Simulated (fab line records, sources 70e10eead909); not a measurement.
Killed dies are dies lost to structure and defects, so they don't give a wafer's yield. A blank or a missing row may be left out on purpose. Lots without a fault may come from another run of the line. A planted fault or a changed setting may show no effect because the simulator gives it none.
Which tool did it? | flow nand_harc | 11 lots, 33 wafers sampled, at 7 steps of a route of 1302

WHAT THE GAUGES READ, wafer by wafer
NHARC_P_M0_THK_MEAS_24: measures by xrf.
lot  | measured     | on            | thk_nm (nm)
L366 | day 6 14:55  | film_metro-02 | 117.9 116.5 116.9
L367 | day 7 01:44  | film_metro-02 | 118.8 117.1 117.3
L368 | day 7 09:58  | film_metro-02 | 118.3 115.2 117.7
L376 | day 10 18:33 | film_metro-01 | 118.6 119.0 118.2
L381 | day 12 22:50 | film_metro-01 | 29.9 28.7 29.9
L382 | day 13 10:13 | film_metro-02 | 31.2 30.7 28.5
L383 | day 13 15:07 | film_metro-01 | 115.4 117.9 119.3
L384 | day 14 01:44 | film_metro-02 | 118.5 117.7 118.4
L386 | day 14 20:19 | film_metro-02 | 116.9 116.6 114.9
L385 | day 15 00:08 | film_metro-01 | 119.0 119.2 120.0
L388 | day 16 03:02 | film_metro-02 | 116.2 118.1 117.6

NHARC_P_M0_INSPECT_27.
lot  | measured     | on                | raw_defect_count
L366 | day 6 15:04  | defect_inspect-01 | 241 184 270
L367 | day 7 01:53  | defect_inspect-02 | 264 299 239
L368 | day 7 10:07  | defect_inspect-02 | 522 275 518
L376 | day 10 18:43 | defect_inspect-01 | 400 256 195
L381 | day 12 22:59 | defect_inspect-01 | 334 401 287
L382 | day 13 10:22 | defect_inspect-01 | 315 596 215
L383 | day 13 15:16 | defect_inspect-02 | 253 349 301
L384 | day 14 01:53 | defect_inspect-01 | 332 430 368
L386 | day 14 20:28 | defect_inspect-01 | 633 231 310
L385 | day 15 00:17 | defect_inspect-02 | 244 354 433
L388 | day 16 03:12 | defect_inspect-01 | 451 297 242

NHARC_END_SORT_01.
lot  | measured     | on        | defect_limited_yield (%) | killed_at_array | killed_at_other | killed_at_periphery | killed_dies | killed_open | killed_short | sort_bin_2_pct (%) | sort_bin_3_pct (%) | sort_bin_4_pct (%) | sort_n_pass | sort_rim_yield_pct (%) | sort_yield_pct (%)
L376 | day 28 22:32 | prober-01 | 92.0                     | 51              | 0               | 3                   | 54          | 4           | 4            | 3.2                | 0.6                | 4.1                | 623         | 87                     | 92.0
L381 | day 31 00:43 | prober-01 | 0 0 0                    | 42 54 39        | 2 1 0           | 633 622 638         | 677 677 677 | 3 6 3       | 5 2 0        | 94.8 94.7 95.7     | 0.6 0.6 0.1        | 4.6 4.7 4.1        | 0 0 0       | 0 0 0                  | 0 0 0
L382 | day 31 22:09 | prober-02 | 0 0 0                    | 52 75 61        | 0 1 1           | 625 601 615         | 677 677 677 | 3 2 6       | 0 1 1        | 94.1 91.7 93.4     | 0.4 0.6 0.9        | 5.5 7.7 5.8        | 0 0 0       | 0 0 0                  | 0 0 0

WHICH TOOL RAN EACH LOT (tool, then ch and the chambers of the sampled wafers, then the start)
lot  | NHARC_P_M0_ETCH_15                            | NHARC_P_M0_PVD_20                       | NHARC_P_M0_ECD_22              | NHARC_P_M0_CMP_23
L366 | rie_diel-02 ch 1,2, day 6 13:30 or earlier    | pvd_sputter-01, day 6 13:30             | ecd_cu-02 ch 0,1, day 6 13:55  | cmp-01 ch 0,2, day 6 14:35
L367 | rie_diel-02 ch 0,1,3, day 7 00:43 or earlier  | pvd_sputter-03, day 7 00:43 or earlier  | ecd_cu-01 ch 0,1, day 7 00:43  | cmp-02 ch 1,2,3, day 7 01:25
L368 | rie_diel-02 ch 1,3, day 7 08:56 or earlier    | pvd_sputter-01, day 7 08:56 or earlier  | ecd_cu-02 ch 1, day 7 08:56    | cmp-03 ch 0,1,2, day 7 09:41
L376 | rie_diel-02 ch 0,1,3, day 10 17:34 or earlier | pvd_sputter-03, day 10 17:34 or earlier | ecd_cu-01 ch 0,1, day 10 17:34 | cmp-03 ch 2,3, day 10 18:14
L381 | rie_diel-11 ch 1,3, day 12 21:48 or earlier   | pvd_sputter-01, day 12 21:48 or earlier | ecd_cu-01 ch 0,1, day 12 21:48 | cmp-02 ch 1,3, day 12 22:31
L382 | rie_diel-04 ch 0,1, day 13 09:11 or earlier   | pvd_sputter-03, day 13 09:11 or earlier | ecd_cu-01 ch 0,1, day 13 09:11 | cmp-03 ch 1,3, day 13 09:54
L383 | rie_diel-02 ch 0,1,3, day 13 13:56 or earlier | pvd_sputter-01, day 13 13:56 or earlier | ecd_cu-01 ch 0,1, day 13 13:56 | cmp-03 ch 0,1,3, day 13 14:51
L384 | rie_diel-02 ch 1,2,3, day 14 00:45 or earlier | pvd_sputter-02, day 14 00:45 or earlier | ecd_cu-01 ch 0,1, day 14 00:45 | cmp-03 ch 1,2,3, day 14 01:25
L386 | rie_diel-02 ch 0,2, day 14 19:16 or earlier   | pvd_sputter-03, day 14 19:16 or earlier | ecd_cu-01 ch 0,1, day 14 19:16 | cmp-01 ch 0,1,2, day 14 20:02
L385 | rie_diel-02 ch 1,2, day 14 23:02 or earlier   | pvd_sputter-03, day 14 23:02 or earlier | ecd_cu-02 ch 0,1, day 14 23:02 | cmp-01 ch 0,1,2, day 14 23:49
L388 | rie_diel-02 ch 0,2,3, day 16 02:01 or earlier | pvd_sputter-02, day 16 02:01 or earlier | ecd_cu-01 ch 0,1, day 16 02:01 | cmp-02 ch 0,2,3, day 16 02:47
- NHARC_P_M0_ETCH_15: etches the open film in C4F8/Ar, target depth 150 nm, overetch 15 nm, time 82.5 s.
- NHARC_P_M0_PVD_20: deposits TaN, target thk 5 nm, time 8.06 s.
- NHARC_P_M0_ECD_22: material Cu, target thk 400 nm.
- NHARC_P_M0_CMP_23: polishes, t overpolish 20 s, target thk 117.54 nm.

WHAT THE TOOLS THEMSELVES READ (means of the sampled wafers that have a number; where no wafer has one, the mark that the record gives instead)
NHARC_P_M0_ETCH_15.
lot  | tool        | oes_product_au (a.u.) | rf_vpp_V (V)
L366 | rie_diel-02 | 0.976                 | 438
L367 | rie_diel-02 | 0.972                 | 443
L368 | rie_diel-02 | 0.967                 | 443
L376 | rie_diel-02 | 0.971                 | 443
L381 | rie_diel-11 | 0.945                 | 442
L382 | rie_diel-04 | 0.914                 | 441
L383 | rie_diel-02 | 0.924                 | 443
L384 | rie_diel-02 | 0.972                 | 441
L386 | rie_diel-02 | 0.936                 | 440
L385 | rie_diel-02 | 0.971                 | 441
L388 | rie_diel-02 | 0.946                 | 441

NHARC_P_M0_PVD_20.
lot  | tool           | bias_v (V) | throttle_valve_pct (%)
L366 | pvd_sputter-01 | 168.2      | 29.1
L367 | pvd_sputter-03 | 168.1      | 29.3
L368 | pvd_sputter-01 | 168.9      | 28.9
L376 | pvd_sputter-03 | 168.6      | 29.7
L381 | pvd_sputter-01 | 167.3      | 29.5
L382 | pvd_sputter-03 | 168.7      | 30.8
L383 | pvd_sputter-01 | 168.3      | 29.0
L384 | pvd_sputter-02 | 168.1      | 30.3
L386 | pvd_sputter-03 | 169.2      | 30.6
L385 | pvd_sputter-03 | 167.3      | 30.4
L388 | pvd_sputter-02 | 168.5      | 30.8

NHARC_P_M0_ECD_22.
lot  | tool      | bath_heat_duty_pct (%) | bath_temp_c (C)
L366 | ecd_cu-02 | 6.2                    | 25.01
L367 | ecd_cu-01 | 6.4                    | 24.94
L368 | ecd_cu-02 | 8.0                    | 25.06
L376 | ecd_cu-01 | 6.2                    | 25.08
L381 | ecd_cu-01 | -                      | -
L382 | ecd_cu-01 | -                      | -
L383 | ecd_cu-01 | 6.6                    | 24.90
L384 | ecd_cu-01 | 6.5                    | 25.03
L386 | ecd_cu-01 | 6.4                    | 25.01
L385 | ecd_cu-02 | 7.0                    | 24.98
L388 | ecd_cu-01 | 6.4                    | 25.04

NHARC_P_M0_CMP_23.
lot  | tool   | motor_current_A (A) | retaining_ring_pressure_frac | slurry_flow_ml_min | time_to_endpoint_s (s)
L366 | cmp-01 | 11.7                | 1.002                        | 150.1              | 28.2
L367 | cmp-02 | 12.6                | 0.999                        | 150.7              | 28.3
L368 | cmp-03 | 11.8                | 0.996                        | 149.8              | 25.4
L376 | cmp-03 | 12.3                | 1.001                        | 150.1              | 29.3
L381 | cmp-02 | 13.2                | 1.005                        | 150.3              | 0.4
L382 | cmp-03 | 11.0                | 0.997                        | 150.3              | 2.1
L383 | cmp-03 | 11.6                | 1.007                        | 149.9              | 30.9
L384 | cmp-03 | 12.2                | 1.000                        | 150.4              | 27.9
L386 | cmp-01 | 12.0                | 1.000                        | 149.2              | 28.5
L385 | cmp-01 | 12.4                | 1.003                        | 150.3              | 24.6
L388 | cmp-02 | 12.8                | 1.000                        | 149.7              | 28.0

THE ANSWER, worked out from the rows above alone
Rule: what is usual is taken from the lots themselves. Put in order of their means at a reading, lots are off if they are a third of the lots or fewer, leave a main group of 4 or more, and stand apart from it by a gap of 3 or more times the standard deviation of the main group's means; of several such gaps the widest counts. A main group whose means are all the same, to the digits that the tables above print for the reading, isn't used. A lot without any number at a reading at which 4 lots or more have one is off too. The other lots that the step has rows for count as sound. The gauges are gone through in route order, then the tools' own readings, and for those a lot's mean is taken as printed above. The first step at which some lot is off is used, and at that step the reading that is off furthest; a lot without a number counts as furthest.
Off: L381, L382, at NHARC_P_M0_THK_MEAS_24 (thk_nm). The main group: mean 117.7 nm, standard deviation 0.9.
A tool fits if, at a process step before that reading, it ran every lot that is off, and no sound lot after the first of them. The gauges at NHARC_P_M0_THK_MEAS_24 aren't tried: what is off there is off at NHARC_P_M0_ECD_22 too, on other tools, and a gauge's error can't cause that. NHARC_P_M0_ETCH_15 gives no start for some lots, so the hours and the order of its lots are those of NHARC_P_M0_ECD_22. NHARC_P_M0_PVD_20 gives no start for some lots, so the hours and the order of its lots are those of NHARC_P_M0_ECD_22. None of those tried fits.

WHAT THE SIMULATOR HAD PUT IN
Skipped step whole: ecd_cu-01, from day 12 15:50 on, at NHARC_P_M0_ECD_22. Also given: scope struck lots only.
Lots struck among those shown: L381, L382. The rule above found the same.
